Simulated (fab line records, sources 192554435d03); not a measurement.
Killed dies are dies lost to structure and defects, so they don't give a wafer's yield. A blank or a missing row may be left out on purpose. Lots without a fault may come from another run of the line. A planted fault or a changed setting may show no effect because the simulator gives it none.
Which tool did it? | flow n5_finfet | 19 lots, 57 wafers sampled, at 6 steps of a route of 1938

WHAT THE GAUGES READ, wafer by wafer
The record holds no reading of a measuring or inspecting step that can be judged against a usual standard deviation.

WHICH TOOL RAN EACH LOT (tool, then ch and the chambers of the sampled wafers, then the start)
lot  | N5_STI_FIN_REVEAL_OXIDATION_33      | N5_DUMMY_GATE_ETCH_31             | N5_SD_EPI_N_SD_RECESS_17        | N5_SD_EPI_N_STRIP_38                | N5_SD_EPI_P_ETCHBACK_46           | N5_SD_EPI_P_ETCH_16
L074 | plasma_asher-01 ch 0,1, day 2 13:47 | rie_diel-04 ch 0,1,3, day 2 23:50 | rie_si-06 ch 1,2,3, day 3 02:33 | plasma_asher-01 ch 0,1, day 3 02:38 | rie_diel-01 ch 0,1,2, day 3 07:04 | rie_diel-01 ch 0,1,2, day 3 07:16
L075 | plasma_asher-01 ch 1, day 2 22:38   | rie_diel-04 ch 1,3, day 3 08:17   | rie_si-01 ch 1,2,3, day 3 11:01 | plasma_asher-02 ch 0,1, day 3 11:07 | rie_diel-01 ch 0,1,2, day 3 15:56 | rie_diel-01 ch 0,1,2, day 3 16:08
L077 | plasma_asher-01 ch 0,1, day 3 11:59 | rie_diel-05 ch 2,3, day 3 21:41   | rie_si-01 ch 2,3, day 4 00:05   | plasma_asher-01 ch 0,1, day 4 00:13 | rie_diel-01 ch 1,2, day 4 04:37   | rie_diel-01 ch 1,2, day 4 04:53
L078 | plasma_asher-01 ch 0,1, day 3 14:43 | rie_diel-05 ch 0,1,3, day 4 00:10 | rie_si-01 ch 2,3, day 4 02:55   | plasma_asher-02 ch 0,1, day 4 03:00 | rie_diel-05 ch 0,3, day 4 07:11   | rie_diel-05 ch 0,3, day 4 07:23
L079 | plasma_asher-01 ch 0,1, day 3 20:54 | rie_diel-01 ch 0,1,2, day 4 06:15 | rie_si-02 ch 1,2,3, day 4 09:06 | plasma_asher-02 ch 0,1, day 4 09:13 | rie_diel-01 ch 0,1, day 4 13:52   | rie_diel-01 ch 0,1, day 4 14:04
L080 | plasma_asher-02 ch 0,1, day 4 02:13 | rie_diel-05 ch 0,3, day 4 11:40   | rie_si-06 ch 1,2,3, day 4 14:14 | plasma_asher-01 ch 0,1, day 4 14:22 | rie_diel-01 ch 0,2, day 4 19:02   | rie_diel-01 ch 0,2, day 4 19:14
L082 | plasma_asher-01 ch 0,1, day 4 15:20 | rie_diel-01 ch 0,1,2, day 5 01:51 | rie_si-02 ch 2,3, day 5 05:17   | plasma_asher-02 ch 0, day 5 05:23   | rie_diel-05 ch 0,2,3, day 5 10:38 | rie_diel-05 ch 0,2,3, day 5 10:50
L083 | plasma_asher-02 ch 0,1, day 4 21:13 | rie_diel-04 ch 0,3, day 5 11:35   | rie_si-06 ch 0,1,2, day 5 14:07 | plasma_asher-02 ch 0,1, day 5 14:13 | rie_diel-01 ch 1,2,3, day 5 18:11 | rie_diel-01 ch 1,2,3, day 5 18:23
L084 | plasma_asher-02 ch 0,1, day 5 04:25 | rie_diel-01 ch 1,2, day 5 13:49   | rie_si-06 ch 0,2,3, day 5 16:29 | plasma_asher-02 ch 0,1, day 5 16:35 | rie_diel-05 ch 1,2, day 5 21:17   | rie_diel-05 ch 1,2, day 5 21:29
L085 | plasma_asher-02 ch 0,1, day 5 12:25 | rie_diel-05 ch 1,3, day 5 22:05   | rie_si-01 ch 0,1,2, day 6 00:35 | plasma_asher-01 ch 0,1, day 6 00:41 | rie_diel-04 ch 1,2, day 6 04:55   | rie_diel-04 ch 1,2, day 6 05:07
L086 | plasma_asher-02 ch 0,1, day 5 15:21 | rie_diel-01 ch 1,3, day 6 00:44   | rie_si-06 ch 0,1,3, day 6 03:14 | plasma_asher-01 ch 0,1, day 6 03:20 | rie_diel-04 ch 0,1,2, day 6 07:35 | rie_diel-04 ch 0,1,2, day 6 07:47
L087 | plasma_asher-01 ch 0,1, day 5 21:38 | rie_diel-04 ch 2,3, day 6 08:03   | rie_si-06 ch 1,2, day 6 10:33   | plasma_asher-01 ch 0,1, day 6 10:40 | rie_diel-04 ch 1,2,3, day 6 15:17 | rie_diel-04 ch 1,2,3, day 6 15:29
L089 | plasma_asher-02 ch 0,1, day 6 07:22 | rie_diel-04 ch 0,1,2, day 6 16:53 | rie_si-01 ch 0,1, day 6 20:17   | plasma_asher-02 ch 0,1, day 6 20:23 | rie_diel-05 ch 0,1,2, day 7 00:50 | rie_diel-05 ch 0,1,2, day 7 01:02
L090 | plasma_asher-02 ch 0,1, day 6 13:14 | rie_diel-04 ch 0,3, day 6 23:31   | rie_si-02 ch 0,1,2, day 7 02:29 | plasma_asher-01 ch 0,1, day 7 02:34 | rie_diel-05 ch 0,3, day 7 06:40   | rie_diel-05 ch 0,3, day 7 06:52
L091 | plasma_asher-01 ch 0,1, day 6 20:10 | rie_diel-01 ch 1,2, day 7 05:37   | rie_si-06 ch 0,2,3, day 7 08:07 | plasma_asher-01 ch 0,1, day 7 08:14 | rie_diel-01 ch 0,1, day 7 12:23   | rie_diel-01 ch 0,1, day 7 12:35
L092 | plasma_asher-01 ch 0,1, day 7 02:38 | rie_diel-05 ch 0,1,2, day 7 12:14 | rie_si-06 ch 0,1,3, day 7 14:58 | plasma_asher-01 ch 0,1, day 7 15:04 | rie_diel-05 ch 0,1,3, day 7 19:09 | rie_diel-05 ch 0,1,3, day 7 19:21
L093 | plasma_asher-02 ch 0,1, day 7 06:55 | rie_diel-05 ch 2,3, day 7 16:26   | rie_si-06 ch 0,1,3, day 7 19:01 | plasma_asher-01 ch 0,1, day 7 19:08 | rie_diel-04 ch 1,2,3, day 7 23:46 | rie_diel-04 ch 1,2,3, day 7 23:58
L095 | plasma_asher-02 ch 0,1, day 7 19:18 | rie_diel-04 ch 0,1,2, day 8 04:37 | rie_si-02 ch 0,1,2, day 8 07:10 | plasma_asher-02 ch 0,1, day 8 07:16 | rie_diel-01 ch 0,1,2, day 8 12:02 | rie_diel-01 ch 0,1,2, day 8 12:14
L096 | plasma_asher-01 ch 0,1, day 8 00:42 | rie_diel-05 ch 0,1,3, day 8 10:09 | rie_si-01 ch 1,2,3, day 8 12:40 | plasma_asher-01 ch 0,1, day 8 12:46 | rie_diel-05 ch 1,2,3, day 8 17:04 | rie_diel-05 ch 1,2,3, day 8 17:16
- N5_STI_FIN_REVEAL_OXIDATION_33: chemistry O2 PLASMA REMOTE, time 20 s.
- N5_DUMMY_GATE_ETCH_31: etches SiO2 in C4F6/O2, target depth 82.5 nm, time 27.5 s.
- N5_SD_EPI_N_SD_RECESS_17: chemistry HBr/Cl2/O2, target depth 41 nm, time 23.7 s, bt time 3 s.
- N5_SD_EPI_N_STRIP_38: strips in N2/H2.
- N5_SD_EPI_P_ETCHBACK_46: etches SiNx in CH3F/O2, stops on SiO2, target depth 17.5 nm.
- N5_SD_EPI_P_ETCH_16: etches SiO2 in CHF3/O2, target depth 5 nm.

WHAT THE TOOLS THEMSELVES READ (means of the sampled wafers that have a number; where no wafer has one, the mark that the record gives instead)
N5_STI_FIN_REVEAL_OXIDATION_33.
lot  | tool            | drypump_motor_current_A (A) | heater_power_w (W) | rf_fwd_power_W (W)
L074 | plasma_asher-01 | 5.89                        | 141                | 1980
L075 | plasma_asher-01 | 5.88                        | 153                | 1991
L077 | plasma_asher-01 | 5.89                        | 141                | 1978
L078 | plasma_asher-01 | 5.85                        | 147                | 1985
L079 | plasma_asher-01 | 5.89                        | 143                | 1982
L080 | plasma_asher-02 | 5.78                        | 124                | 1980
L082 | plasma_asher-01 | 5.90                        | 146                | 1991
L083 | plasma_asher-02 | 5.74                        | 136                | 1980
L084 | plasma_asher-02 | 5.79                        | 132                | 1989
L085 | plasma_asher-02 | 5.80                        | 125                | 1976
L086 | plasma_asher-02 | 5.78                        | 132                | 1983
L087 | plasma_asher-01 | 5.88                        | 140                | 1985
L089 | plasma_asher-02 | 5.78                        | 134                | 1977
L090 | plasma_asher-02 | 5.78                        | 132                | 1975
L091 | plasma_asher-01 | 5.88                        | 140                | 1985
L092 | plasma_asher-01 | 5.83                        | 149                | 1987
L093 | plasma_asher-02 | 5.77                        | 133                | 1975
L095 | plasma_asher-02 | 5.79                        | 134                | 1978
L096 | plasma_asher-01 | 5.93                        | 140                | 1984

N5_DUMMY_GATE_ETCH_31.
lot  | tool        | drypump_motor_current_A (A) | mfc_ar_sccm (sccm) | oes_product_au (a.u.) | rf_fwd_power_W (W) | rf_vpp_V (V) | showerhead_plenum_p_Torr (Torr) | throttle_valve_pct (%)
L074 | rie_diel-04 | 5.8                         | 299.7              | 0.80                  | 341.6              | 668          | 2.83                            | 21.34
L075 | rie_diel-04 | 5.8                         | 299.6              | 0.80                  | 340.5              | 669          | 2.84                            | 21.43
L077 | rie_diel-05 | 5.1                         | 301.1              | 0.90                  | 341.1              | 654          | 2.80                            | 21.14
L078 | rie_diel-05 | 5.2                         | 299.4              | 0.88                  | 341.4              | 659          | 2.93                            | 21.22
L079 | rie_diel-01 | 5.8                         | 299.5              | 0.80                  | 340.7              | 674          | 2.92                            | 21.16
L080 | rie_diel-05 | 4.8                         | 300.3              | 0.79                  | 340.7              | 657          | 2.90                            | 21.18
L082 | rie_diel-01 | 5.8                         | 299.6              | 0.78                  | 341.8              | 675          | 2.92                            | 21.15
L083 | rie_diel-04 | 5.9                         | 300.5              | 0.72                  | 341.3              | 672          | 2.84                            | 21.52
L084 | rie_diel-01 | 5.8                         | 299.2              | 0.79                  | 341.0              | 664          | 2.91                            | 20.93
L085 | rie_diel-05 | 5.3                         | 299.7              | 0.90                  | 341.2              | 656          | 2.87                            | 21.18
L086 | rie_diel-01 | 6.2                         | 299.7              | 0.87                  | 341.1              | 661          | 2.86                            | 21.17
L087 | rie_diel-04 | 5.6                         | 299.9              | 0.77                  | 342.7              | 646          | 2.79                            | 21.23
L089 | rie_diel-04 | 5.7                         | 300.3              | 0.79                  | 341.2              | 657          | 2.79                            | 21.20
L090 | rie_diel-04 | 5.9                         | 298.3              | 0.72                  | 340.9              | 672          | 2.83                            | 21.53
L091 | rie_diel-01 | 5.4                         | 299.5              | 0.82                  | 341.6              | 664          | 2.90                            | 20.95
L092 | rie_diel-05 | 5.4                         | 299.6              | 0.80                  | 341.3              | 659          | 2.91                            | 21.34
L093 | rie_diel-05 | 5.1                         | 299.3              | 0.85                  | 341.4              | 653          | 2.78                            | 21.19
L095 | rie_diel-04 | 5.7                         | 300.5              | 0.77                  | 342.0              | 656          | 2.78                            | 21.20
L096 | rie_diel-05 | 5.2                         | 299.8              | 0.82                  | 341.1              | 658          | 2.91                            | 21.26

N5_SD_EPI_N_SD_RECESS_17.
lot  | tool      | drypump_motor_current_A (A) | oes_product_au (a.u.) | rf_fwd_power_W (W) | throttle_valve_pct (%)
L074 | rie_si-06 | 5.7                         | 0.999                 | 795.3              | 37.1
L075 | rie_si-01 | 5.5                         | 0.995                 | 794.6              | 37.0
L077 | rie_si-01 | 5.0                         | 0.997                 | 797.7              | 37.1
L078 | rie_si-01 | 5.0                         | 0.997                 | 795.0              | 37.1
L079 | rie_si-02 | 5.6                         | 1.002                 | 793.7              | 37.3
L080 | rie_si-06 | 5.7                         | 1.000                 | 794.2              | 37.1
L082 | rie_si-02 | 5.6                         | 1.011                 | 797.4              | 37.6
L083 | rie_si-06 | 5.5                         | 0.995                 | 794.5              | 36.8
L084 | rie_si-06 | 5.9                         | 1.000                 | 793.7              | 37.0
L085 | rie_si-01 | 5.6                         | 0.979                 | 794.3              | 36.9
L086 | rie_si-06 | 5.6                         | 1.002                 | 793.6              | 37.1
L087 | rie_si-06 | 5.4                         | 0.992                 | 794.4              | 36.9
L089 | rie_si-01 | 6.1                         | 0.976                 | 796.2              | 36.8
L090 | rie_si-02 | 5.5                         | 0.991                 | 793.5              | 37.0
L091 | rie_si-06 | 5.9                         | 0.995                 | 796.7              | 37.0
L092 | rie_si-06 | 5.6                         | 1.003                 | 795.8              | 37.1
L093 | rie_si-06 | 5.6                         | 0.998                 | 796.9              | 37.1
L095 | rie_si-02 | 5.5                         | 0.997                 | 794.2              | 37.0
L096 | rie_si-01 | 5.5                         | 0.993                 | 794.4              | 37.0

N5_SD_EPI_N_STRIP_38.
lot  | tool            | drypump_motor_current_A (A) | heater_power_w (W) | oes_product_au (a.u.)
L074 | plasma_asher-01 | 5.88                        | 338                | 0.760
L075 | plasma_asher-02 | 5.82                        | 287                | 0.764
L077 | plasma_asher-01 | 5.89                        | 326                | 0.771
L078 | plasma_asher-02 | 5.81                        | 292                | 0.767
L079 | plasma_asher-02 | 5.76                        | 307                | 0.755
L080 | plasma_asher-01 | 5.91                        | 337                | 0.756
L082 | plasma_asher-02 | 5.80                        | 327                | 0.760
L083 | plasma_asher-02 | 5.80                        | 306                | 0.768
L084 | plasma_asher-02 | 5.80                        | 284                | 0.752
L085 | plasma_asher-01 | 5.86                        | 325                | 0.754
L086 | plasma_asher-01 | 5.89                        | 326                | 0.756
L087 | plasma_asher-01 | 5.91                        | 338                | 0.756
L089 | plasma_asher-02 | 5.77                        | 309                | 0.755
L090 | plasma_asher-01 | 5.88                        | 336                | 0.765
L091 | plasma_asher-01 | 5.88                        | 323                | 0.759
L092 | plasma_asher-01 | 5.91                        | 325                | 0.765
L093 | plasma_asher-01 | 5.87                        | 341                | 0.755
L095 | plasma_asher-02 | 5.80                        | 289                | 0.752
L096 | plasma_asher-01 | 5.88                        | 339                | 0.757

N5_SD_EPI_P_ETCHBACK_46.
lot  | tool        | drypump_motor_current_A (A) | mfc_ar_sccm (sccm) | oes_product_au (a.u.) | rf_fwd_power_W (W) | rf_vpp_V (V) | showerhead_plenum_p_Torr (Torr) | throttle_valve_pct (%)
L074 | rie_diel-01 | 5.8                         | 150.2              | 0.68                  | 394.6              | 302          | 2.06                            | 16.33
L075 | rie_diel-01 | 5.8                         | 149.9              | 0.68                  | 392.6              | 302          | 2.06                            | 16.33
L077 | rie_diel-01 | 5.4                         | 149.9              | 0.73                  | 391.9              | 296          | 2.05                            | 16.10
L078 | rie_diel-05 | 4.9                         | 149.8              | 0.74                  | 393.0              | 293          | 2.00                            | 16.26
L079 | rie_diel-01 | 6.1                         | 149.6              | 0.61                  | 392.9              | 307          | 2.06                            | 16.59
L080 | rie_diel-01 | 5.8                         | 150.2              | 0.65                  | 392.3              | 306          | 2.05                            | 16.55
L082 | rie_diel-05 | 5.1                         | 150.0              | 0.69                  | 393.7              | 293          | 1.99                            | 16.34
L083 | rie_diel-01 | 5.8                         | 150.4              | 0.73                  | 393.0              | 296          | 2.03                            | 16.21
L084 | rie_diel-05 | 5.6                         | 150.0              | 0.70                  | 393.8              | 294          | 2.00                            | 16.43
L085 | rie_diel-04 | 5.6                         | 150.1              | 0.71                  | 393.6              | 287          | 1.94                            | 16.24
L086 | rie_diel-04 | 5.7                         | 149.9              | 0.68                  | 393.2              | 293          | 1.95                            | 16.35
L087 | rie_diel-04 | 5.7                         | 150.0              | 0.68                  | 393.8              | 293          | 1.96                            | 16.43
L089 | rie_diel-05 | 5.4                         | 149.9              | 0.68                  | 393.2              | 295          | 2.04                            | 16.48
L090 | rie_diel-05 | 4.9                         | 150.1              | 0.71                  | 392.7              | 293          | 1.99                            | 16.28
L091 | rie_diel-01 | 6.1                         | 149.8              | 0.60                  | 392.4              | 302          | 2.05                            | 16.43
L092 | rie_diel-05 | 5.2                         | 150.0              | 0.71                  | 393.6              | 294          | 2.05                            | 16.39
L093 | rie_diel-04 | 5.7                         | 150.2              | 0.67                  | 393.0              | 293          | 1.96                            | 16.45
L095 | rie_diel-01 | 5.8                         | 150.3              | 0.64                  | 394.2              | 301          | 2.05                            | 16.40
L096 | rie_diel-05 | 5.5                         | 150.0              | 0.71                  | 393.4              | 294          | 2.01                            | 16.39

N5_SD_EPI_P_ETCH_16.
lot  | tool        | drypump_motor_current_A (A) | mfc_ar_sccm (sccm) | oes_product_au (a.u.) | rf_fwd_power_W (W) | rf_vpp_V (V) | showerhead_plenum_p_Torr (Torr) | throttle_valve_pct (%)
L074 | rie_diel-01 | 5.8                         | 199.9              | 0.81                  | 643.5              | 531          | 2.48                            | 18.88
L075 | rie_diel-01 | 5.8                         | 200.2              | 0.81                  | 643.9              | 533          | 2.48                            | 18.88
L077 | rie_diel-01 | 5.4                         | 200.0              | 0.88                  | 638.9              | 522          | 2.47                            | 18.62
L078 | rie_diel-05 | 4.9                         | 200.0              | 0.86                  | 642.7              | 516          | 2.41                            | 18.84
L079 | rie_diel-01 | 6.1                         | 199.9              | 0.73                  | 644.9              | 541          | 2.49                            | 19.15
L080 | rie_diel-01 | 5.8                         | 200.5              | 0.78                  | 643.6              | 540          | 2.48                            | 19.11
L082 | rie_diel-05 | 5.1                         | 200.1              | 0.81                  | 643.9              | 516          | 2.40                            | 18.92
L083 | rie_diel-01 | 5.8                         | 200.4              | 0.86                  | 640.7              | 522          | 2.44                            | 18.77
L084 | rie_diel-05 | 5.6                         | 199.8              | 0.83                  | 643.3              | 517          | 2.41                            | 19.01
L085 | rie_diel-04 | 5.6                         | 199.3              | 0.81                  | 645.8              | 507          | 2.34                            | 18.80
L086 | rie_diel-04 | 5.7                         | 200.0              | 0.79                  | 644.4              | 516          | 2.36                            | 18.91
L087 | rie_diel-04 | 5.7                         | 200.3              | 0.79                  | 641.1              | 516          | 2.36                            | 18.98
L089 | rie_diel-05 | 5.4                         | 200.0              | 0.81                  | 644.4              | 518          | 2.46                            | 19.03
L090 | rie_diel-05 | 4.9                         | 200.2              | 0.83                  | 640.9              | 515          | 2.41                            | 18.87
L091 | rie_diel-01 | 6.1                         | 199.5              | 0.71                  | 642.1              | 532          | 2.47                            | 18.94
L092 | rie_diel-05 | 5.2                         | 200.1              | 0.82                  | 641.1              | 518          | 2.46                            | 18.96
L093 | rie_diel-04 | 5.7                         | 200.1              | 0.79                  | 641.8              | 516          | 2.36                            | 19.00
L095 | rie_diel-01 | 5.8                         | 200.0              | 0.75                  | 643.3              | 531          | 2.46                            | 18.93
L096 | rie_diel-05 | 5.5                         | 199.7              | 0.83                  | 640.6              | 517          | 2.42                            | 18.97

THE ANSWER, worked out from the rows above alone
Rule: what is usual is taken from the lots themselves. Put in order of their means at a reading, lots are off if they are a third of the lots or fewer, leave a main group of 4 or more, and stand apart from it by a gap of 3 or more times the standard deviation of the main group's means; of several such gaps the widest counts. A main group whose means are all the same, to the digits that the tables above print for the reading, isn't used. A lot without any number at a reading at which 4 lots or more have one is off too. The other lots that the step has rows for count as sound. The gauges are gone through in route order, then the tools' own readings, and for those a lot's mean is taken as printed above. The first step at which some lot is off is used, and at that step the reading that is off furthest; a lot without a number counts as furthest.
No lot is off at any reading shown: from this, nothing can be told.

WHAT THE SIMULATOR HAD PUT IN
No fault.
